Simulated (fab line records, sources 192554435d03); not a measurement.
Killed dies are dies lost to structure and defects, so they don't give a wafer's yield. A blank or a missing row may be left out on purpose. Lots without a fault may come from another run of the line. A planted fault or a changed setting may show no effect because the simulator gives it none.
Chamber matching | flow n5_finfet | N5_BEOL_M6_CURE_75 on uv_cure-02: 3 sister chambers
The step cures SiCOH lowk, time 120 s. 18 wafers are shown with their chamber, then 9 later ones without.

WAFERS WITH THEIR CHAMBER
wafer  | chamber | lamp_power_pct (%) | wafer_temp_C_max
L077.2 | 0       | 52.28              | 370.9
L077.4 | 0       | 52.23              | 370.9
L077.5 | 0       | 52.27              | 371.0
L079.2 | 1       | 52.34              | 370.8
L079.3 | 1       | 52.30              | 370.9
L079.5 | 1       | 52.28              | 371.2
L080.1 | 0       | 52.29              | 370.7
L080.5 | 0       | 52.36              | 371.1
L080.6 | 0       | 52.35              | 371.0
L085.2 | 2       | 52.35              | 370.7
L085.5 | 2       | 52.26              | 371.0
L085.6 | 2       | 52.28              | 370.9
L088.3 | 2       | 52.31              | 371.5
L088.5 | 2       | 52.29              | 371.2
L088.6 | 2       | 52.42              | 371.1
L087.3 | 0       | 52.15              | 370.7
L087.4 | 0       | 52.28              | 371.6
L087.6 | 0       | 52.33              | 371.1

SIGNATURES (means of the wafers above)
reading          | chamber 0 | chamber 1 | chamber 2 | scatter within a chamber
lamp_power_pct   | 52.2822   | 52.3067   | 52.3183   | 0.0591
wafer_temp_C_max | 371.000   | 370.967   | 371.067   | 0.263
Rule: a wafer's distance from a chamber is the root of the sum, over the readings, of the square of ((its reading less the chamber's mean) divided by the reading's scatter). The wafer belongs to the nearest chamber; if the next one is less than 2 further off, it can't be placed. The scatter: the root of (the sum of the squares of (reading less its chamber's mean) over the shown wafers, divided by (wafers less chambers)).

WAFERS WITHOUT THEIR CHAMBER
wafer  | lamp_power_pct (%) | wafer_temp_C_max
L092.1 | 52.33              | 371.4
L092.3 | 52.20              | 370.5
L092.6 | 52.25              | 370.6
L094.1 | 52.35              | 371.1
L094.2 | 52.38              | 371.2
L094.6 | 52.23              | 371.6
L091.1 | 52.31              | 371.1
L091.4 | 52.29              | 370.7
L091.5 | 52.29              | 370.6

WHICH CHAMBER EACH WENT THROUGH
wafer  | from the rows above          | in truth
L092.1 | can't be placed: 2 or 1 or 0 | 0
L092.3 | can't be placed: 0 or 1 or 2 | 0
L092.6 | can't be placed: 0 or 1 or 2 | 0
L094.1 | can't be placed: 2 or 1 or 0 | 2
L094.2 | can't be placed: 2 or 1 or 0 | 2
L094.6 | can't be placed: 0 or 2 or 1 | 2
L091.1 | can't be placed: 2 or 1 or 0 | 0
L091.4 | can't be placed: 1 or 0 or 2 | 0
L091.5 | can't be placed: 1 or 0 or 2 | 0
Placed correctly: 0 of 9. Can't be placed from these rows: 9 (the true chamber is among the candidates in 9). Placed wrongly: 0.
